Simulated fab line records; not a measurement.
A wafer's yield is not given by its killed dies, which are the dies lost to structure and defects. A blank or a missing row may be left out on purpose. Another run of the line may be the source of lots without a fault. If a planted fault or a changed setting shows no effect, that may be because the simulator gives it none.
Which tool did it? / flow n5 finfet / Sampling: 9 lots, 27 wafers, 7 of 1938 route steps

== WHAT EACH GAUGE READ, for each wafer ==
N5_BEOL_M4_RC_MEAS_101. Usual: DIBL_N 36.3 mV/V, standard deviation 1.6; DIBL_P 36.4 mV/V, standard deviation 1.8; IOFF_N 0.163 nA/um, standard deviation 0.027; IOFF_P 0.22 nA/um, standard deviation 0.033; ION_N 673 uA/um, standard deviation 9.8; ION_P 461 uA/um, standard deviation 6.7; SS_N 71.5 mV/dec, standard deviation 0.58; SS_P 73.4 mV/dec, standard deviation 0.67; VT_N 249.4 mV, standard deviation 2.9; VT_P -250 mV, standard deviation 3.2.
lot=L221; measured=day 7 17:46; on=prober-01; DIBL_N (mV/V)=39.0 38.1 39.1; DIBL_P (mV/V)=37.8 36.5 37.2; IOFF_N (nA/um)=0.186 0.169 0.187; IOFF_P (nA/um)=0.23 0.21 0.21; ION_N (uA/um)=678 672 677; ION_P (uA/um)=462 459 455; SS_N (mV/dec)=72.0 71.9 72.7; SS_P (mV/dec)=74.6 74.4 74.4; VT_N (mV)=251.1 250.7 249.9; VT_P (mV)=-251 -252 -253; flag=
lot=L225; measured=day 9 00:28; on=prober-02; DIBL_N (mV/V)=39.8 37.6 37.9; DIBL_P (mV/V)=39.9 38.8 39.0; IOFF_N (nA/um)=0.221 0.192 0.188; IOFF_P (nA/um)=0.28 0.24 0.25; ION_N (uA/um)=681 684 681; ION_P (uA/um)=463 471 466; SS_N (mV/dec)=72.2 71.5 71.7; SS_P (mV/dec)=74.1 73.1 73.6; VT_N (mV)=245.3 245.6 249.2; VT_P (mV)=-247 -250 -248; flag=
lot=L228; measured=day 10 01:15; on=prober-01; DIBL_N (mV/V)=36.8 36.4 36.3; DIBL_P (mV/V)=38.3 37.2 37.0; IOFF_N (nA/um)=0.174 0.174 0.169; IOFF_P (nA/um)=0.24 0.23 0.22; ION_N (uA/um)=679 680 677; ION_P (uA/um)=463 462 460; SS_N (mV/dec)=71.3 72.0 71.6; SS_P (mV/dec)=73.7 73.9 74.1; VT_N (mV)=249.1 250.0 249.6; VT_P (mV)=-246 -246 -249; flag=
lot=L237; measured=day 12 11:41; on=prober-01; DIBL_N (mV/V)=36.1 37.3 37.4; DIBL_P (mV/V)=37.0 37.8 38.8; IOFF_N (nA/um)=0.163 0.177 0.175; IOFF_P (nA/um)=0.24 0.24 0.26; ION_N (uA/um)=678 674 680; ION_P (uA/um)=473 461 468; SS_N (mV/dec)=70.3 71.6 71.3; SS_P (mV/dec)=73.1 73.2 74.1; VT_N (mV)=248.3 250.2 249.1; VT_P (mV)=-246 -248 -248; flag=
lot=L238; measured=day 12 14:19; on=prober-01; DIBL_N (mV/V)=36.2 36.8 36.7; DIBL_P (mV/V)=36.6 36.9 36.3; IOFF_N (nA/um)=0.168 0.187 0.175; IOFF_P (nA/um)=0.22 0.24 0.22; ION_N (uA/um)=667 687 673; ION_P (uA/um)=461 469 463; SS_N (mV/dec)=71.5 71.9 71.9; SS_P (mV/dec)=73.2 73.2 73.4; VT_N (mV)=247.4 247.5 250.4; VT_P (mV)=-252 -248 -248; flag=
lot=L239; measured=day 12 17:44; on=prober-02; DIBL_N (mV/V)=36.6 37.7 36.8; DIBL_P (mV/V)=35.9 37.6 37.0; IOFF_N (nA/um)=0.169 0.194 0.177; IOFF_P (nA/um)=0.22 0.26 0.24; ION_N (uA/um)=671 683 679; ION_P (uA/um)=462 471 469; SS_N (mV/dec)=71.8 71.0 71.0; SS_P (mV/dec)=73.7 73.1 73.4; VT_N (mV)=247.0 243.8 244.6; VT_P (mV)=-247 -246 -247; flag=
lot=L241; measured=day 12 19:00; on=prober-01; DIBL_N (mV/V)=38.4 37.2 36.9; DIBL_P (mV/V)=38.5 37.7 36.9; IOFF_N (nA/um)=0.181 0.161 0.143; IOFF_P (nA/um)=0.25 0.22 0.21; ION_N (uA/um)=682 674 663; ION_P (uA/um)=468 457 452; SS_N (mV/dec)=72.8 71.8 71.9; SS_P (mV/dec)=73.8 74.3 73.8; VT_N (mV)=249.1 251.4 252.4; VT_P (mV)=-247 -251 -248; flag=
lot=L242; measured=day 13 17:51; on=prober-01; DIBL_N (mV/V)=36.0 36.3 34.8; DIBL_P (mV/V)=35.9 36.8 35.0; IOFF_N (nA/um)=0.157 0.166 0.144; IOFF_P (nA/um)=0.21 0.24 0.20; ION_N (uA/um)=674 676 675; ION_P (uA/um)=462 460 463; SS_N (mV/dec)=71.7 70.6 71.6; SS_P (mV/dec)=72.1 73.6 72.4; VT_N (mV)=250.2 248.4 248.0; VT_P (mV)=-251 -248 -250; flag=
lot=L243; measured=day 13 18:45; on=prober-02; DIBL_N (mV/V)=38.9 38.2 38.7; DIBL_P (mV/V)=37.4 36.0 36.0; IOFF_N (nA/um)=0.168 0.142 0.149; IOFF_P (nA/um)=0.21 0.20 0.20; ION_N (uA/um)=682 664 667; ION_P (uA/um)=466 458 456; SS_N (mV/dec)=71.7 72.2 72.4; SS_P (mV/dec)=73.5 73.3 73.3; VT_N (mV)=249.7 253.7 249.7; VT_P (mV)=-252 -252 -255; flag=

N5_BEOL_M12_THK_MEAS_50: measures by xrf. Usual: M12_THK 317 nm, standard deviation 5.2.
lot=L221; measured=day 10 14:55; on=film metro-02; M12_THK (nm)=320 318 313; flag=
lot=L225; measured=day 11 19:30; on=film metro-02; M12_THK (nm)=325 312 323; flag=
lot=L228; measured=day 12 20:41; on=film metro-01; M12_THK (nm)=317 324 323; flag=
lot=L237; measured=day 15 17:19; on=film metro-02; M12_THK (nm)=590 325 321; flag=OFF
lot=L238; measured=day 15 11:01; on=film metro-02; M12_THK (nm)=600 316 601; flag=OFF
lot=L239; measured=day 16 05:58; on=film metro-01; M12_THK (nm)=316 320 317; flag=
lot=L241; measured=day 16 10:23; on=film metro-02; M12_THK (nm)=326 323 308; flag=
lot=L242; measured=day 17 01:23; on=film metro-01; M12_THK (nm)=316 322 319; flag=
lot=L243; measured=day 17 02:01; on=film metro-01; M12_THK (nm)=321 309 319; flag=

N5_BEOL_M12_INSPECT_55: inspects for defects (darkfield). Usual: raw defect count at 68, with a standard deviation of 22.
lot=L221; measured=day 10 15:04; on=defect inspect-01; raw defect count=50 54 36; flag=
lot=L225; measured=day 11 19:39; on=defect inspect-02; raw defect count=52 80 76; flag=
lot=L228; measured=day 12 20:50; on=defect inspect-02; raw defect count=21 40 35; flag=
lot=L237; measured=day 15 17:28; on=defect inspect-01; raw defect count=4938 62 55; flag=OFF
lot=L238; measured=day 15 11:10; on=defect inspect-02; raw defect count=4930 53 4738; flag=OFF
lot=L239; measured=day 16 06:07; on=defect inspect-02; raw defect count=77 65 144; flag=
lot=L241; measured=day 16 10:32; on=defect inspect-01; raw defect count=68 52 41; flag=
lot=L242; measured=day 17 01:32; on=defect inspect-01; raw defect count=86 81 57; flag=
lot=L243; measured=day 17 02:12; on=defect inspect-01; raw defect count=55 101 119; flag=

N5_BEOL_M13_THK_MEAS_01. Usual: M13_ILD_THK 837 nm, standard deviation 10.
lot=L221; measured=day 10 15:16; on=film metro-02; M13_ILD_THK (nm)=845 822 851; flag=
lot=L225; measured=day 11 19:50; on=film metro-02; M13_ILD_THK (nm)=833 836 831; flag=
lot=L228; measured=day 12 21:02; on=film metro-01; M13_ILD_THK (nm)=830 837 843; flag=
lot=L237; measured=day 15 17:40; on=film metro-01; M13_ILD_THK (nm)=840 846; flag=
lot=L238; measured=day 15 11:22; on=film metro-02; M13_ILD_THK (nm)=822; flag=
lot=L239; measured=day 16 06:18; on=film metro-01; M13_ILD_THK (nm)=835 853 841; flag=
lot=L241; measured=day 16 10:43; on=film metro-02; M13_ILD_THK (nm)=848 846 849; flag=
lot=L242; measured=day 17 01:44; on=film metro-01; M13_ILD_THK (nm)=836 837 850; flag=
lot=L243; measured=day 17 02:23; on=film metro-01; M13_ILD_THK (nm)=841 834 845; flag=

== WHICH TOOL RAN EACH LOT (tool, then ch and the chambers of the sampled wafers, then the start) ==
lot=L221; N5_BEOL_M12_DESCUM_33=rie diel-05 ch 0,2,3, day 10 08:21; N5_BEOL_M12_ANNEAL_48=rtp anneal-02 ch 0, day 10 14:23; N5_BEOL_M12_CMP_49=cmp-03 ch 0,2,3, day 10 14:40
lot=L225; N5_BEOL_M12_DESCUM_33=rie diel-02 ch 0,2,3, day 11 17:07; N5_BEOL_M12_ANNEAL_48=rtp anneal-02 ch 0, day 11 18:58; N5_BEOL_M12_CMP_49=cmp-03 ch 2,3, day 11 19:13
lot=L228; N5_BEOL_M12_DESCUM_33=rie diel-05 ch 0,3, day 12 18:14; N5_BEOL_M12_ANNEAL_48=rtp anneal-01 ch 0, day 12 20:11; N5_BEOL_M12_CMP_49=cmp-03 ch 0,1,3, day 12 20:28
lot=L237; N5_BEOL_M12_DESCUM_33=rie diel-05 ch 0,1,3, day 15 08:53; N5_BEOL_M12_ANNEAL_48=rtp anneal-02 ch 0, day 15 16:44; N5_BEOL_M12_CMP_49=cmp-01 ch 0,2,3, day 15 17:04
lot=L238; N5_BEOL_M12_DESCUM_33=rie diel-02 ch 1,2,3, day 15 06:48; N5_BEOL_M12_ANNEAL_48=rtp anneal-02 ch 0, day 15 10:25; N5_BEOL_M12_CMP_49=cmp-01 ch 0,1,2, day 15 10:43
lot=L239; N5_BEOL_M12_DESCUM_33=rie diel-01 ch 2,3, day 15 15:53; N5_BEOL_M12_ANNEAL_48=rtp anneal-01 ch 0, day 16 05:28; N5_BEOL_M12_CMP_49=cmp-03 ch 1,2, day 16 05:40
lot=L241; N5_BEOL_M12_DESCUM_33=rie diel-02 ch 0,1, day 15 22:43; N5_BEOL_M12_ANNEAL_48=rtp anneal-02 ch 0, day 16 09:55; N5_BEOL_M12_CMP_49=cmp-03 ch 0,2,3, day 16 10:10
lot=L242; N5_BEOL_M12_DESCUM_33=rie diel-05 ch 1,2, day 16 22:46; N5_BEOL_M12_ANNEAL_48=rtp anneal-02 ch 0, day 17 00:48; N5_BEOL_M12_CMP_49=cmp-03 ch 0,1,3, day 17 01:10
lot=L243; N5_BEOL_M12_DESCUM_33=rie diel-02 ch 0,1,2, day 16 22:57; N5_BEOL_M12_ANNEAL_48=rtp anneal-01 ch 0, day 17 01:22; N5_BEOL_M12_CMP_49=cmp-03 ch 1,2,3, day 17 01:44
- N5_BEOL_M12_DESCUM_33: chemistry O2, time 7.9 s.
- N5_BEOL_M12_ANNEAL_48: time 90 s.
- N5_BEOL_M12_CMP_49: polishes, stops on SiOC, t overpolish 20.6 s, target thk 320 nm.

== WHAT THE TOOLS THEMSELVES READ (means of the sampled wafers that have a number; where no wafer has one, the mark that the record gives instead) ==
N5_BEOL_M12_DESCUM_33. Usual: drypump motor current A 5.9 A, standard deviation 0.55; oes product au 0.79 a.u., standard deviation 0.081; rf vpp V 243.6 V, standard deviation 1.5; showerhead plenum p Torr 2.12 Torr, standard deviation 0.085; temp c 40.00 C, standard deviation 0.11; throttle valve pct 20.51 %, standard deviation 0.18.
lot=L221; tool=rie diel-05; drypump motor current A (A)=6.0; oes product au (a.u.)=0.86; rf vpp V (V)=244.7; showerhead plenum p Torr (Torr)=2.19; temp c (C)=39.95; throttle valve pct (%)=20.54; flag=
lot=L225; tool=rie diel-02; drypump motor current A (A)=5.6; oes product au (a.u.)=0.84; rf vpp V (V)=243.8; showerhead plenum p Torr (Torr)=2.14; temp c (C)=39.95; throttle valve pct (%)=20.33; flag=
lot=L228; tool=rie diel-05; drypump motor current A (A)=6.2; oes product au (a.u.)=0.84; rf vpp V (V)=244.9; showerhead plenum p Torr (Torr)=2.21; temp c (C)=39.97; throttle valve pct (%)=20.52; flag=
lot=L237; tool=rie diel-05; drypump motor current A (A)=6.4; oes product au (a.u.)=0.84; rf vpp V (V)=245.1; showerhead plenum p Torr (Torr)=2.21; temp c (C)=39.98; throttle valve pct (%)=20.45; flag=
lot=L238; tool=rie diel-02; drypump motor current A (A)=5.4; oes product au (a.u.)=0.74; rf vpp V (V)=243.2; showerhead plenum p Torr (Torr)=2.05; temp c (C)=39.99; throttle valve pct (%)=20.47; flag=
lot=L239; tool=rie diel-01; drypump motor current A (A)=5.9; oes product au (a.u.)=0.70; rf vpp V (V)=243.2; showerhead plenum p Torr (Torr)=2.07; temp c (C)=39.99; throttle valve pct (%)=20.72; flag=
lot=L241; tool=rie diel-02; drypump motor current A (A)=5.8; oes product au (a.u.)=0.82; rf vpp V (V)=243.8; showerhead plenum p Torr (Torr)=2.14; temp c (C)=40.12; throttle valve pct (%)=20.35; flag=
lot=L242; tool=rie diel-05; drypump motor current A (A)=6.4; oes product au (a.u.)=0.86; rf vpp V (V)=243.4; showerhead plenum p Torr (Torr)=2.20; temp c (C)=40.04; throttle valve pct (%)=20.50; flag=
lot=L243; tool=rie diel-02; drypump motor current A (A)=5.5; oes product au (a.u.)=0.79; rf vpp V (V)=242.9; showerhead plenum p Torr (Torr)=2.08; temp c (C)=40.07; throttle valve pct (%)=20.37; flag=

N5_BEOL_M12_ANNEAL_48. Usual: wafer_temp_C_max at 225.80, with a standard deviation of 0.24.
lot=L221; tool=rtp anneal-02; wafer_temp_C_max=225.61; flag=
lot=L225; tool=rtp anneal-02; wafer_temp_C_max=225.75; flag=
lot=L228; tool=rtp anneal-01; wafer_temp_C_max=226.01; flag=
lot=L237; tool=rtp anneal-02; wafer_temp_C_max=225.64; flag=
lot=L238; tool=rtp anneal-02; wafer_temp_C_max=225.67; flag=
lot=L239; tool=rtp anneal-01; wafer_temp_C_max=225.75; flag=
lot=L241; tool=rtp anneal-02; wafer_temp_C_max=225.65; flag=
lot=L242; tool=rtp anneal-02; wafer_temp_C_max=225.59; flag=
lot=L243; tool=rtp anneal-01; wafer_temp_C_max=226.03; flag=

N5_BEOL_M12_CMP_49. Usual: barrier field endpoint s 30.4 s, standard deviation 0.73; motor current A 5.9 A, standard deviation 0.4; overpolish run s 20.599 s, standard deviation 0.0088.
lot=L221; tool=cmp-03; barrier field endpoint s (s)=31.3; motor current A (A)=5.8; overpolish run s (s)=20.600; flag=
lot=L225; tool=cmp-03; barrier field endpoint s (s)=30.3; motor current A (A)=5.5; overpolish run s (s)=20.605; flag=
lot=L228; tool=cmp-03; barrier field endpoint s (s)=29.7; motor current A (A)=5.9; overpolish run s (s)=20.593; flag=
lot=L237; tool=cmp-01; barrier field endpoint s (s)=42.1; motor current A (A)=6.1; overpolish run s (s)=14.933; flag=OFF
lot=L238; tool=cmp-01; barrier field endpoint s (s)=49.9; motor current A (A)=5.7; overpolish run s (s)=11.086; flag=OFF
lot=L239; tool=cmp-03; barrier field endpoint s (s)=31.0; motor current A (A)=5.7; overpolish run s (s)=20.592; flag=
lot=L241; tool=cmp-03; barrier field endpoint s (s)=30.6; motor current A (A)=5.8; overpolish run s (s)=20.598; flag=
lot=L242; tool=cmp-03; barrier field endpoint s (s)=30.2; motor current A (A)=6.2; overpolish run s (s)=20.601; flag=
lot=L243; tool=cmp-03; barrier field endpoint s (s)=30.4; motor current A (A)=5.8; overpolish run s (s)=20.596; flag=

== THE ANSWER, worked out from the rows above alone ==
Rule: a lot is off if the mean of its wafers that have a number lies more than 3 standard deviations from the usual mean. A lot without any number at a reading at which 4 lots or more have one is off too. Where the step has rows for the other lots, those lots are counted as sound. First the gauges in route order, then the tools' own readings, where a lot's mean is used as printed above. The first step at which some lot is off is used, and at that step the reading that is off furthest; a lot without a number counts as furthest.
Off: at N5_BEOL_M12_THK_MEAS_50 (M12_THK), L237, L238.
A tool fits if, at a process step before that reading, it ran every lot that is off, and no sound lot after the first of them. The gauges at N5_BEOL_M12_THK_MEAS_50 aren't tried: what is off there is off at N5_BEOL_M12_INSPECT_55 too, on other tools, and a gauge's error can't cause that. One fits: N5_BEOL_M12_CMP_49 on cmp-01. It ran no sound lot before its first lot that is off in this sample, so the start can't be narrowed down.
The tool's own readings at N5_BEOL_M12_CMP_49 bear it out: on the lots that are off they differ by more than 5 times the standard deviation of the sound lots' means. barrier field endpoint s reads 46.0 s there against 30.5 s on the sound lots; overpolish run s reads 13.009 s there against 20.598 s on the sound lots.

== WHAT THE SIMULATOR HAD PUT IN ==
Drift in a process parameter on cmp-01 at N5_BEOL_M12_CMP_49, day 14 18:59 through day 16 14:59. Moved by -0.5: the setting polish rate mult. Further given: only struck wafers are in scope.
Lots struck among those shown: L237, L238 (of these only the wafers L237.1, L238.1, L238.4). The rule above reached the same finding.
